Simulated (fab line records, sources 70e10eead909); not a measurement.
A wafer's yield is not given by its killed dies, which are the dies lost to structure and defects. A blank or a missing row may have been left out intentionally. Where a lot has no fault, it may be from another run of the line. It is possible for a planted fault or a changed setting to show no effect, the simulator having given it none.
Chamber matching + flow nand_harc + rie_si-01 running NHARC_A_ZERO_WELL_ETCH_13: 4 sister chambers
The step etches the open film in HBr/Cl2, target depth 120 nm, time 40.1 s. 4 wafers are shown with their chamber, then 7 later ones without.

== WAFERS PAIRED WITH THEIR CHAMBERS ==
| wafer  | chamber | oes_product_au (a.u.) |
|--------|---------|-----------------------|
| L551.1 | 2       | 1.004                 |
| L553.3 | 0       | 0.987                 |
| L556.1 | 3       | 1.005                 |
| L556.2 | 1       | 0.992                 |

== WAFERS WITH NO CHAMBER GIVEN ==
| wafer  | oes_product_au (a.u.) |
|--------|-----------------------|
| L556.4 | 1.001                 |
| L557.2 | 1.000                 |
| L557.3 | 0.999                 |
| L557.6 | 0.996                 |
| L565.2 | 1.003                 |
| L565.3 | 0.996                 |
| L565.5 | 1.002                 |

== WHICH CHAMBER EACH ONE RAN IN ==
| wafer  | from the rows above               | in truth |
|--------|-----------------------------------|----------|
| L556.4 | can't be placed: 2 or 3 or 1      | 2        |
| L557.2 | can't be placed: 2 or 3 or 1      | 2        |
| L557.3 | can't be placed: 2 or 3 or 1 or 0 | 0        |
| L557.6 | can't be placed: 1 or 2 or 3 or 0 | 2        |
| L565.2 | can't be placed: 2 or 3           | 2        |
| L565.3 | can't be placed: 1 or 2 or 3 or 0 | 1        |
| L565.5 | can't be placed: 2 or 3           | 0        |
Placed correctly: 0 of 7. Can't be placed from these rows: 7 (the true chamber is among the candidates in 6). Placed wrongly: 0.
How it was worked out, from the rows above alone: a wafer's distance from a chamber is the root of the sum, over the readings, of the square of ((its reading less the chamber's mean) divided by the reading's scatter). If the next closest chamber is less than 2 further off than the closest, the wafer can't be placed; otherwise it belongs to the closest. For every chamber, the mean is computed from those of its wafers that are shown. The scatter: with one shown wafer a chamber, the root of the mean of the squares of how far each hidden wafer lies from its nearest shown one.
